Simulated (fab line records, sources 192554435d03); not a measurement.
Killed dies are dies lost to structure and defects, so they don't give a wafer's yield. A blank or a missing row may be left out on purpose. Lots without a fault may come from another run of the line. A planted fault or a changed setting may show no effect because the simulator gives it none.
fab line records | flow n5_finfet
record lots=7 wafers=21
route steps=1938 shown WELL_APT@21 PMOS_HMC_CHANNEL_EPI@57 FIN_SAQP@109 FIN_CUT@155 DUMMY_GATE@224 SD_EPI_N@279 SDB@350
start_h: hours from the record's first day to the start of the lot's first wafer shown | wait_h: hours since the lot's step before | " the same as in the row above | L1.1+2: a row that stands for several wafers | - no value, or no start given | * or withheld: withheld | < > ~ a bound
route shown NAME@n: a module of which the file shows steps, and the number in the route of the first | usual: mean/standard deviation of fault-free wafers | same: alike in all rows | chamber/n: place in a boat | sites: the reading at each site | _std_site: their standard deviation | _edge_site: outer sites' mean less inner sites' | radius_mm: how far each site lies from the wafer's centre | mask NAME#n: copy n | behind: the tool/chamber that last shaped the wafer | hold: why the lot was held/for how many hours/how that ended | device: the transistor (n, p or np) that didn't switch | end of line: the same wafers' tests at the end of the route | a step without rows: its recipe alone | killed: dies lost to structure and defects at the first sort, not the wafer's yield | map: a wafer's dies, x killed, . not, _ none there
set.NAME: the setting as run; set.NAME@STEP: as run at that earlier step | model.NAME: the simulator's own value behind a step, which no gauge read
lots whose settings were changed on purpose; a table a step, a row a wafer
## steps
# step N5_WELL_APT_COAT_02
# recipe spin_rpm=1357 resist_thk_nm=950
# columns lot.wafer tool chamber start_h wait_h set.spin_rpm model.coat_of_WELL_APT_COAT_02.thk_nm
L075.2 litho_track-02 0 - - 1357 946
L075.5 " 0 " " 1357 943.9
L075.6 " 0 " " 1357 944.8
L076.2 litho_track-03 0 - - 1357 951.7
L076.5 " 0 " " 1357 952.4
L076.6 " 0 " " 1357 954.5
L078.1 litho_track-04 0 - - 1413 935.3
L078.3 " 0 " " 1413 933.2
L078.6 " 0 " " 1357 954.7
L081.1 litho_track-02 0 - - 1357 948.8
L081.4 " 0 " " 1357 945.7
L081.6 " 0 " " 1357 949
L085.1 litho_track-02 0 - - 1233 994.7
L085.3 " 0 " " 1357 950.4
L085.6 " 0 " " 1357 950.7
L096.1 litho_track-03 0 - - 1357 953.2
L096.3 " 0 " " 1357 952.7
L096.4 " 0 " " 1251 989.8
L097.2 litho_track-02 0 - - 1357 949.5
L097.3 " 0 " " 1357 951.7
L097.6 " 0 " " 1357 948
# step N5_WELL_APT_PEB_06
# recipe peb_temp_c=130 peb_time_s=90
# columns lot.wafer tool chamber start_h wait_h set.peb_temp_c
L075.2+6 litho_track-02 0 19.69 0.0 130
L075.5 " 0 " " 133.3
L076.2+5+6 litho_track-03 0 25.58 0.0 130
L078.1 litho_track-02 0 37.72 0.1 126.9
L078.3+6 " 0 " " 130
L081.1+6 litho_track-04 0 56.15 0.1 130
L081.4 " 0 " " 128.3
L085.1+6 litho_track-02 0 79.48 0.1 130
L085.3 " 0 " " 126.9
L096.1 litho_track-03 0 145.57 0.1 130
L096.3+4 " 0 " " 127.4
L097.2+6 litho_track-02 0 151.44 0.0 128.8
L097.3 " 0 " " 130
# step N5_WELL_APT_DEVELOP_07
# recipe develop_time_s=45 rinse_liquid=surfactant_rinse dry=air_spin dev_temp_c=21
# step N5_WELL_APT_HARDBAKE_12
# recipe temp_c=130 time_s=120
# step N5_WELL_APT_CD_MEAS_08
# recipe target_cd_nm=200 landing_energy_ev=500 detector=se_inlens
# usual cd_nm=200.8/1.8
# columns lot.wafer tool chamber start_h wait_h set.peb_temp_c@WELL_APT_PEB_06 cd_nm
L075.2 cd_sem-03 0 19.81 - 130 200.5
L075.5 " 0 " " 133.3 211.8
L075.6 " 0 " " 130 201.3
L076.2 cd_sem-01 0 25.70 - 130 201.1
L076.5 " 0 " " 130 202.0
L076.6 " 0 " " 130 199.8
L078.1 cd_sem-01 0 37.83 - 126.9 186.9
L078.3 " 0 " " 130 199.1
L078.6 " 0 " " 130 200.2
L081.1 cd_sem-01 0 56.27 - 130 202.5
L081.4 " 0 " " 128.3 194.3
L081.6 " 0 " " 130 202.6
L085.1 cd_sem-02 0 79.60 - 130 200.2
L085.3 " 0 " " 126.9 187.1
L085.6 " 0 " " 130 197.9
L096.1 cd_sem-03 0 145.68 - 130 201.4
L096.3 " 0 " " 127.4 185.4
L096.4 " 0 " " 127.4 185.3
L097.2 cd_sem-03 0 151.56 - 128.8 189.5
L097.3 " 0 " " 130 199.7
L097.6 " 0 " " 128.8 194.9
# step N5_WELL_APT_DESCUM_13
# recipe chemistry=O2 time_s=7.9 source_power_w=50 bias_power_w=20 pressure_mtorr=20 rf_frequency_hz=2.712e+07 temp_c=40 o2_flow_sccm=225
# columns lot.wafer tool chamber start_h wait_h set.peb_temp_c@WELL_APT_PEB_06 model.WELL_APT.cd_nm
L075.2 rie_diel-04 1 21.21 1.3 130 200.5
L075.5 " 0 " " 133.3 211.8
L075.6 " 1 " " 130 201.2
L076.2 rie_diel-01 3 25.78 0.0 130 201.2
L076.5 " 0 " " 130 202
L076.6 " 3 " " 130 199.6
L078.1 rie_diel-03 0 37.92 0.0 126.9 186.8
L078.3 " 2 " " 130 199.1
L078.6 " 3 " " 130 200.3
L081.1 rie_diel-01 2 56.35 0.0 130 202.8
L081.4 " 0 " " 128.3 194.1
L081.6 " 1 " " 130 202.7
L085.1 rie_diel-04 0 79.68 0.0 130 200
L085.3 " 2 " " 126.9 187.3
L085.6 " 2 " " 130 198.1
L096.1 rie_diel-01 1 145.77 0.0 130 201.2
L096.3 " 3 " " 127.4 185.7
L096.4 " 2 " " 127.4 185.5
L097.2 rie_diel-01 0 151.64 0.0 128.8 189.7
L097.3 " 2 " " 130 200
L097.6 " 0 " " 128.8 194.8
# step N5_PMOS_HMC_CHANNEL_EPI_HM_DEP_34
# recipe material=SiO2 target_thk_a=360 temp_c=400 precursor=TEOS/O2 pressure_torr=6.5 rf_w=900 teos_flow_sccm=161.4 gas=O2 flow_sccm=2650 time_s=6.9
# columns lot.wafer tool chamber start_h wait_h set.time_s model.SiO2_of_PMOS_HMC_CHANNEL_EPI_HM_DEP_34.thk_nm
L075.2 pecvd-04 2 24.80 0.0 6.9 36.17
L075.5 " 0 " " 6.217 33.37
L075.6 " 1 " " 6.9 36.91
L076.2 pecvd-03 0 28.58 0.0 6.9 35.49
L076.5 " 1 " " 6.9 36.68
L076.6 " 0 " " 6.9 35.95
L078.1 pecvd-02 0 40.98 0.0 6.9 36.15
L078.3 " 1 " " 6.9 36.04
L078.6 " 1 " " 6.9 36.51
L081.1 pecvd-04 2 59.58 0.0 7.91 39.91
L081.4 " 1 " " 6.9 35.72
L081.6 " 0 " " 6.9 35.9
L085.1 pecvd-04 0 82.98 0.0 6.9 35.73
L085.3 " 2 " " 6.9 36.35
L085.6 " 1 " " 6.9 36.7
L096.1 pecvd-02 2 148.89 0.0 6.9 35.3
L096.3 " 1 " " 6.9 35.76
L096.4 " 1 " " 6.9 35.87
L097.2 pecvd-02 0 154.69 0.0 6.9 36.5
L097.3 " 2 " " 6.389 33.39
L097.6 " 2 " " 6.9 35.98
# step N5_PMOS_HMC_CHANNEL_EPI_COAT_31
# recipe resist=BARC temp_c=205 time_s=60 spin_rpm=1500 resist_thk_nm=66
# columns lot.wafer tool chamber start_h wait_h set.spin_rpm model.BARC_of_PMOS_HMC_CHANNEL_EPI_COAT_31.thk_nm
L075.2 litho_track-02 0 24.86 0.0 1500 65.84
L075.5 " 0 " " 1500 65.81
L075.6 " 0 " " 1500 65.64
L076.2 litho_track-01 0 28.65 0.1 1500 65.79
L076.5 " 0 " " 1500 65.84
L076.6 " 0 " " 1500 65.88
L078.1 litho_track-05 0 41.03 0.0 1500 66.18
L078.3 " 0 " " 1648 63.09
L078.6 " 0 " " 1500 66.22
L081.1+4 litho_track-01 0 59.63 0.0 1500 65.9
L081.6 " 0 " " 1500 65.87
L085.1 litho_track-05 0 83.03 0.0 1500 65.8
L085.3 " 0 " " 1452 67.23
L085.6 " 0 " " 1452 67.16
L096.1 litho_track-05 0 148.95 0.0 1443 67.2
L096.3 " 0 " " 1443 67.18
L096.4 " 0 " " 1443 67.27
L097.2 litho_track-02 0 154.75 0.0 1667 62.54
L097.3 " 0 " " 1500 66.02
L097.6 " 0 " " 1500 66.14
# step N5_PMOS_HMC_CHANNEL_EPI_COAT_03
# recipe resist=CAR-ArF-block spin_rpm=1500 resist_thk_nm=205
# step N5_PMOS_HMC_CHANNEL_EPI_EBR_05
# recipe solvent=PGMEA ebr_width_mm=1.5
# step N5_PMOS_HMC_CHANNEL_EPI_DESCUM_14
# recipe chemistry=O2 time_s=7.9 source_power_w=50 bias_power_w=20 pressure_mtorr=20 rf_frequency_hz=2.712e+07 temp_c=40 resist=CAR-ArF-block o2_flow_sccm=225
# step N5_PMOS_HMC_CHANNEL_EPI_ETCH_32
# recipe chemistry=N2/H2 target=BARC stop_on=SiO2 target_depth_a=858 over_etch_frac=0.3 time_s=50.3 ion_energy_ev=200 mask_material=CAR-ArF-block pressure_mtorr=30 source_w=840 bias_w=150 n2_flow_sccm=200 h2_flow_sccm=200
# columns lot.wafer tool chamber start_h wait_h set.time_s@PMOS_HMC_CHANNEL_EPI_HM_DEP_34 set.spin_rpm@PMOS_HMC_CHANNEL_EPI_COAT_31 model.SiO2_of_PMOS_HMC_CHANNEL_EPI_HM_DEP_34.thk_nm model.etch.depth_nm
L075.2 rie_diel-06 1 25.33 0.0 6.9 1500 36.14 65.84
L075.5 " 1 " " 6.217 1500 33.33 65.81
L075.6 " 2 " " 6.9 1500 36.86 65.64
L076.2 rie_diel-05 3 29.00 0.0 6.9 1500 35.49 65.79
L076.5 " 2 " " 6.9 1500 36.62 65.84
L076.6 " 3 " " 6.9 1500 35.95 65.88
L078.1 rie_diel-02 1 41.60 0.0 6.9 1500 36.15 66.18
L078.3 " 2 " " 6.9 1648 35.94 63.09
L078.6 " 3 " " 6.9 1500 36.49 66.22
L081.1 rie_diel-06 1 59.98 0.0 7.91 1500 39.88 65.9
L081.4 " 3 " " 6.9 1500 35.72 65.9
L081.6 " 1 " " 6.9 1500 35.86 65.87
L085.1 rie_diel-06 3 83.50 0.0 6.9 1500 35.73 65.8
L085.3 " 1 " " 6.9 1452 36.31 67.23
L085.6 " 1 " " 6.9 1452 36.67 67.16
L096.1 rie_diel-05 3 149.30 0.0 6.9 1443 35.3 67.2
L096.3 " 2 " " 6.9 1443 35.71 67.18
L096.4 " 1 " " 6.9 1443 35.77 67.27
L097.2 rie_diel-06 3 155.22 0.0 6.9 1667 36.5 62.54
L097.3 " 0 " " 6.389 1500 33.39 66.02
L097.6 " 2 " " 6.9 1500 35.94 66.14
# step N5_FIN_SAQP_PEB_14
# recipe peb_temp_c=withheld peb_time_s=60 resist=CAR-ArF
# columns lot.wafer tool chamber start_h wait_h set.peb_time_s
L075.2+5 litho_track-05 0 29.26 0.0 60
L075.6 " 0 " " 72.99
L076.2+5+6 litho_track-03 0 33.18 0.0 60
L078.1+6 litho_track-03 0 45.65 0.1 60
L078.3 " 0 " " 52.61
L081.1 litho_track-05 0 64.02 0.1 48.37
L081.4+6 " 0 " " 60
L085.1 litho_track-05 0 88.02 0.1 69.2
L085.3+6 " 0 " " 60
L096.1+3 litho_track-05 0 154.26 0.1 60
L096.4 " 0 " " 48.35
L097.2 litho_track-03 0 159.28 0.0 48.92
L097.3+6 " 0 " " 60
# step N5_FIN_SAQP_DEVELOP_15
# recipe develop_time_s=30 developer=TMAH resist=CAR-ArF dev_temp_c=23 rinse_liquid=diw dry=air_spin
# step N5_FIN_SAQP_CD_MEAS_16
# recipe target_cd_nm=35.6 landing_energy_ev=500 detector=se_inlens
# usual cd_nm=35.7/0.31
# columns lot.wafer tool chamber start_h wait_h set.peb_time_s@FIN_SAQP_PEB_14 cd_nm
L075.2 cd_sem-01 0 29.33 - 60 35.5
L075.5 " 0 " " 60 35.6
L075.6 " 0 " " 72.99 33.3
L076.2 cd_sem-01 0 33.25 - 60 35.7
L076.5 " 0 " " 60 35.9
L076.6 " 0 " " 60 35.6
L078.1 cd_sem-02 0 45.72 - 60 35.6
L078.3 " 0 " " 52.61 37.6
L078.6 " 0 " " 60 35.6
L081.1 cd_sem-01 0 64.09 - 48.37 38.6
L081.4 " 0 " " 60 35.5
L081.6 " 0 " " 60 35.7
L085.1 cd_sem-03 0 88.08 - 69.2 34.2
L085.3 " 0 " " 60 36.0
L085.6 " 0 " " 60 35.5
L096.1 cd_sem-03 0 154.33 - 60 35.6
L096.3 " 0 " " 60 36.0
L096.4 " 0 " " 48.35 39.6
L097.2 cd_sem-02 0 159.35 - 48.92 39.0
L097.3 " 0 " " 60 36.1
L097.6 " 0 " " 60 36.0
# step N5_FIN_CUT_COAT_19
# recipe resist=SiARC temp_c=220 time_s=60 spin_rpm=1500 resist_thk_nm=20
# columns lot.wafer tool chamber start_h wait_h set.spin_rpm model.SiARC_of_FIN_CUT_COAT_19.thk_nm
L075.2+6 litho_track-01 0 - - 1340 21.2
L075.5 " 0 " " 1500 20
L076.2+5+6 litho_track-02 0 - - 1500 20
L078.1 litho_track-04 0 - - 1500 20
L078.3+6 " 0 " " 1439 20.4
L081.1 litho_track-02 0 - - 1500 19.8
L081.4 " 0 " " 1500 20
L081.6 " 0 " " 1644 19.2
L085.1 litho_track-04 0 - - 1649 19.2
L085.3 " 0 " " 1500 20
L085.6 " 0 " " 1649 19
L096.1+4 litho_track-01 0 - - 1363 21
L096.3 " 0 " " 1500 20
L097.2+3 litho_track-02 0 - - 1500 20
L097.6 " 0 " " 1456 20.4
# step N5_FIN_CUT_EXPOSE_05
# recipe mask_id=FIN_CUT na=0.33 source_shape=annular sigma_inner=0.35 sigma_outer=0.8 polarization=unpolarized dose_mj=45.75
# columns lot.wafer tool chamber start_h wait_h mask set.dose_mj
L075.2+5+6 euv_scanner-02 0 34.68 - FIN_CUT#0 45.75
L076.2+5+6 euv_scanner-01 0 39.90 - FIN_CUT#0 45.75
L078.1+6 euv_scanner-02 0 51.08 - FIN_CUT#0 45.75
L078.3 " 0 " " FIN_CUT#0 47.88
L081.1+4+6 euv_scanner-01 0 69.71 - FIN_CUT#0 45.75
L085.1+6 euv_scanner-02 0 94.06 - FIN_CUT#0 42.48
L085.3 " 0 " " FIN_CUT#0 45.75
L096.1 euv_scanner-02 0 158.94 - FIN_CUT#0 43.61
L096.3+4 " 0 " " FIN_CUT#0 45.75
L097.2 euv_scanner-01 0 164.12 - FIN_CUT#0 47.31
L097.3+6 " 0 " " FIN_CUT#0 45.75
# step N5_FIN_CUT_PEB_06
# recipe peb_temp_c=100 peb_time_s=60 resist=CAR-EUV
# step N5_FIN_CUT_DEVELOP_07
# recipe develop_time_s=30 developer=TMAH resist=CAR-EUV rinse_liquid=surfactant_rinse dry=air_spin dev_temp_c=23
# step N5_FIN_CUT_CD_MEAS_08
# recipe target_cd_nm=29.1 landing_energy_ev=500 detector=se_inlens polarity=opening
# usual cd_nm=29.01/0.22
# columns lot.wafer tool chamber start_h wait_h set.dose_mj@FIN_CUT_EXPOSE_05 cd_nm
L075.2 cd_sem-02 0 34.81 - 45.75 29.42
L075.5 " 0 " " 45.75 29.40
L075.6 " 0 " " 45.75 29.32
L076.2 cd_sem-03 0 40.02 - 45.75 29.42
L076.5 " 0 " " 45.75 28.73
L076.6 " 0 " " 45.75 29.24
L078.1 cd_sem-01 0 51.22 - 45.75 28.54
L078.3 " 0 " " 47.88 30.19
L078.6 " 0 " " 45.75 29.16
L081.1 cd_sem-02 0 69.85 - 45.75 28.68
L081.4 " 0 " " 45.75 28.77
L081.6 " 0 " " 45.75 28.54
L085.1 cd_sem-02 0 94.19 - 42.48 27.99
L085.3 " 0 " " 45.75 29.26
L085.6 " 0 " " 42.48 28.12
L096.1 cd_sem-03 0 159.08 - 43.61 28.37
L096.3 " 0 " " 45.75 29.21
L096.4 " 0 " " 45.75 29.17
L097.2 cd_sem-01 0 164.25 - 47.31 29.57
L097.3 " 0 " " 45.75 29.09
L097.6 " 0 " " 45.75 28.64
# step N5_FIN_CUT_DESCUM_13
# recipe chemistry=O2 time_s=7 source_power_w=50 bias_power_w=20 pressure_mtorr=20 rf_frequency_hz=2.712e+07 temp_c=40 resist=CAR-EUV o2_flow_sccm=225
# step N5_FIN_CUT_ETCH_30
# recipe chemistry=N2/H2 target=underlayer target_depth_a=130 mask_material=CAR-EUV time_s=10.4 ion_energy_ev=200 pressure_mtorr=30 source_w=840 bias_w=150 n2_flow_sccm=200 h2_flow_sccm=200 ends=cleared
# columns lot.wafer tool chamber start_h wait_h set.dose_mj@FIN_CUT_EXPOSE_05 model.FIN_CUT.cd_offset_nm
L075.2+5 rie_diel-02 2,0 34.97 0.0 45.75 0
L075.6 " 3 " " 45.75 -0.2
L076.2 rie_diel-06 3 40.18 0.0 45.75 0
L076.5 " 3 " " 45.75 -0.2
L076.6 " 2 " " 45.75 0.2
L078.1+6 rie_diel-02 1,3 51.38 0.0 45.75 -0.4
L078.3 " 0 " " 47.88 0.6
L081.1+4+6 rie_diel-06 3,0,2 70.06 0.0 45.75 -0.2
L085.1 rie_diel-05 0 94.35 0.0 42.48 -1.4
L085.3 " 2 " " 45.75 0
L085.6 " 0 " " 42.48 -1.2
L096.1 rie_diel-05 3 159.24 0.0 43.61 -1.2
L096.3 " 0 " " 45.75 -0.2
L096.4 " 2 " " 45.75 0
L097.2 rie_diel-05 1 164.41 0.0 47.31 0.6
L097.3 " 0 " " 45.75 -0.2
L097.6 " 0 " " 45.75 -0.4
# step N5_FIN_CUT_ETCH_20
# recipe chemistry=CF4 target=SiARC target_depth_a=260 mask_material=CAR-EUV time_s=43.3 ion_energy_ev=80 pressure_mtorr=40 source_w=545 bias_w=36 Ar_flow_sccm=100 cf4_flow_sccm=100 ends=cleared
# columns lot.wafer tool chamber start_h wait_h set.spin_rpm@FIN_CUT_COAT_19 model.etch.depth_nm
L075.2 rie_diel-02 2 34.99 0.0 1340 21.19
L075.5 " 0 " " 1500 19.99
L075.6 " 3 " " 1340 21.23
L076.2 rie_diel-06 3 40.20 0.0 1500 19.93
L076.5 " 3 " " 1500 19.95
L076.6 " 2 " " 1500 19.97
L078.1 rie_diel-02 1 51.40 0.0 1500 20.02
L078.3 " 0 " " 1439 20.39
L078.6 " 3 " " 1439 20.46
L081.1 rie_diel-06 3 70.08 0.0 1500 19.89
L081.4 " 0 " " 1500 20
L081.6 " 2 " " 1644 19.11
L085.1 rie_diel-05 0 94.37 0.0 1649 19.11
L085.3 " 2 " " 1500 20.07
L085.6 " 0 " " 1649 19.09
L096.1 rie_diel-05 3 159.26 0.0 1363 21.05
L096.3 " 0 " " 1500 20.03
L096.4 " 2 " " 1363 21
L097.2 rie_diel-05 1 164.43 0.0 1500 20.04
L097.3 " 0 " " 1500 20.02
L097.6 " 0 " " 1456 20.32
# step N5_FIN_CUT_ETCH_21
# recipe chemistry=N2/H2 target=SOC target_depth_a=2190 overetch_a=438 mask_material=SiARC temp_c=40 ion_energy_ev=100 bias_w=61 time_s=523.5 pressure_mtorr=30 source_w=850 n2_flow_sccm=200 h2_flow_sccm=200
# columns lot.wafer tool chamber start_h wait_h set.spin_rpm@FIN_CUT_COAT_19 model.SiARC_of_FIN_CUT_COAT_19.thk_nm
L075.2+6 rie_diel-02 2,3 35.02 0.0 1340 12.8
L075.5 " 0 " " 1500 12
L076.2+5 rie_diel-06 3 40.24 0.0 1500 12.2
L076.6 " 2 " " 1500 11.8
L078.1 rie_diel-02 1 51.43 0.0 1500 12.2
L078.3 " 0 " " 1439 12.4
L078.6 " 3 " " 1439 12
L081.1 rie_diel-06 3 70.12 0.0 1500 12.2
L081.4 " 0 " " 1500 11.8
L081.6 " 2 " " 1644 11
L085.1+6 rie_diel-05 0 94.41 0.0 1649 10.8
L085.3 " 2 " " 1500 11.6
L096.1 rie_diel-05 3 159.29 0.0 1363 13.2
L096.3 " 0 " " 1500 11.8
L096.4 " 2 " " 1363 12.6
L097.2 rie_diel-05 1 164.47 0.0 1500 11.6
L097.3 " 0 " " 1500 11.8
L097.6 " 0 " " 1456 12
# step N5_DUMMY_GATE_COAT_28
# recipe resist=underlayer temp_c=205 time_s=60 spin_rpm=1500 resist_thk_nm=10
# columns lot.wafer tool chamber start_h wait_h set.spin_rpm model.underlayer_of_DUMMY_GATE_COAT_28.thk_nm
L075.2 litho_track-05 0 - - 1500 10
L075.5+6 " 0 " " 1438 10.2
L076.2+5+6 litho_track-03 0 - - 1500 10
L078.1 litho_track-01 0 - - 1500 10
L078.3+6 " 0 " " 1349 10.6
L081.1+4 litho_track-01 0 - - 1555 9.8
L081.6 " 0 " " 1500 10
L085.1+3 litho_track-01 0 - - 1500 10
L085.6 " 0 " " 1663 9.6
L096.1+3+4 litho_track-05 0 - - 1382 10.4
L097.2 litho_track-05 0 - - 1500 10
L097.3+6 " 0 " " 1589 9.8
# step N5_SD_EPI_N_ETCH_16
# recipe chemistry=CHF3/O2 target=SiO2 target_depth_a=50 mask_material=SOC pressure_mtorr=30 source_w=650 bias_w=170 Ar_flow_sccm=200 CHF3_flow_sccm=50 O2_flow_sccm=5 ion_energy_ev=200
# columns lot.wafer tool chamber start_h wait_h set.target_depth_a model.etch.depth_nm
L075.2 rie_diel-03 3 56.44 0.1 50 4.873
L075.5 " 0 " " 50 4.959
L075.6 " 2 " " 50 5.051
L076.2 rie_diel-04 2 63.82 0.1 50 5.02
L076.5 " 0 " " 50 5.016
L076.6 " 3 " " 50 5.037
L078.1 rie_diel-04 0 73.38 0.1 47.37 4.725
L078.3 " 2 " " 47.37 4.706
L078.6 " 3 " " 50 5.021
L081.1 rie_diel-03 3 91.75 0.1 50 4.928
L081.4 " 0 " " 44.47 4.499
L081.6 " 2 " " 50 5.14
L085.1 rie_diel-01 1 117.59 0.1 50 4.897
L085.3 " 3 " " 52.05 5.3
L085.6 " 0 " " 50 4.856
L096.1 rie_diel-04 2 180.72 0.1 46.73 4.672
L096.3 " 1 " " 50 5.149
L096.4 " 1 " " 46.73 4.756
L097.2 rie_diel-03 1 189.21 0.1 52.26 5.314
L097.3 " 3 " " 52.26 5.041
L097.6 " 2 " " 50 5.061
# step N5_SDB_COAT_05
# recipe resist=CAR-ArF spin_rpm=1500 resist_thk_nm=90
# columns lot.wafer tool chamber start_h wait_h set.spin_rpm model.CAR-ArF_of_SDB_COAT_05.thk_nm
L075.2 litho_track-04 0 - - 1370 93.8
L075.5 " 0 " " 1370 94
L075.6 " 0 " " 1370 94.4
L076.2+5+6 litho_track-04 0 - - 1500 89.8
L078.1+6 litho_track-04 0 - - 1554 88
L078.3 " 0 " " 1500 89.8
L081.1+4 litho_track-05 0 - - 1500 90.4
L081.6 " 0 " " 1500 90.2
L085.1 litho_track-05 0 - - 1500 89.8
L085.3 " 0 " " 1613 86.8
L085.6 " 0 " " 1613 86.4
L096.1+4 litho_track-04 0 - - 1500 90.2
L096.3 " 0 " " 1500 90.4
L097.2 litho_track-03 0 - - 1630 86.6
L097.3 " 0 " " 1500 90.4
L097.6 " 0 " " 1630 86.8
## key
split step=N5_WELL_APT_COAT_02 setting=spin_rpm stated=1357 by=wafer
response step=N5_WELL_APT_COAT_02 reading=model.coat_of_WELL_APT_COAT_02.thk_nm change=-4.8 per=1% r=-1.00
split step=N5_WELL_APT_PEB_06 setting=peb_temp_c stated=130 by=wafer
response step=N5_WELL_APT_CD_MEAS_08 reading=cd_nm change=+5.6 per=1% r=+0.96
response step=N5_WELL_APT_DESCUM_13 reading=model.WELL_APT.cd_nm change=+5.58 per=1% r=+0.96
split step=N5_PMOS_HMC_CHANNEL_EPI_HM_DEP_34 setting=time_s stated=6.9 by=wafer
response step=N5_PMOS_HMC_CHANNEL_EPI_HM_DEP_34 reading=model.SiO2_of_PMOS_HMC_CHANNEL_EPI_HM_DEP_34.thk_nm change=+0.307 per=1% r=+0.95
response step=N5_PMOS_HMC_CHANNEL_EPI_ETCH_32 reading=model.SiO2_of_PMOS_HMC_CHANNEL_EPI_HM_DEP_34.thk_nm change=+0.305 per=1% r=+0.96
split step=N5_PMOS_HMC_CHANNEL_EPI_COAT_31 setting=spin_rpm stated=1500 by=wafer
response step=N5_PMOS_HMC_CHANNEL_EPI_COAT_31 reading=model.BARC_of_PMOS_HMC_CHANNEL_EPI_COAT_31.thk_nm change=-0.322 per=1% r=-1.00
response step=N5_PMOS_HMC_CHANNEL_EPI_ETCH_32 reading=model.etch.depth_nm change=-0.322 per=1% r=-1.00
split step=N5_FIN_SAQP_PEB_14 setting=peb_time_s stated=60 by=wafer
response step=N5_FIN_SAQP_CD_MEAS_16 reading=cd_nm change=-0.145 per=1% r=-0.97
split step=N5_FIN_CUT_COAT_19 setting=spin_rpm stated=1500 by=wafer
response step=N5_FIN_CUT_COAT_19 reading=model.SiARC_of_FIN_CUT_COAT_19.thk_nm change=-0.0978 per=1% r=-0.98
response step=N5_FIN_CUT_ETCH_20 reading=model.etch.depth_nm change=-0.102 per=1% r=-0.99
response step=N5_FIN_CUT_ETCH_21 reading=model.SiARC_of_FIN_CUT_COAT_19.thk_nm change=-0.0896 per=1% r=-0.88
split step=N5_FIN_CUT_EXPOSE_05 setting=dose_mj stated=45.75 by=wafer
response step=N5_FIN_CUT_CD_MEAS_08 reading=cd_nm change=+0.199 per=1% r=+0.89
response step=N5_FIN_CUT_ETCH_30 reading=model.FIN_CUT.cd_offset_nm change=+0.209 per=1% r=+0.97
split step=N5_DUMMY_GATE_COAT_28 setting=spin_rpm stated=1500 by=wafer
response step=N5_DUMMY_GATE_COAT_28 reading=model.underlayer_of_DUMMY_GATE_COAT_28.thk_nm change=-0.0461 per=1% r=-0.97
split step=N5_SD_EPI_N_ETCH_16 setting=target_depth_a stated=50 by=wafer
response step=N5_SD_EPI_N_ETCH_16 reading=model.etch.depth_nm change=+0.0549 per=1% r=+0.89
split step=N5_SDB_COAT_05 setting=spin_rpm stated=1500 by=wafer
response step=N5_SDB_COAT_05 reading=model.CAR-ArF_of_SDB_COAT_05.thk_nm change=-0.433 per=1% r=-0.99
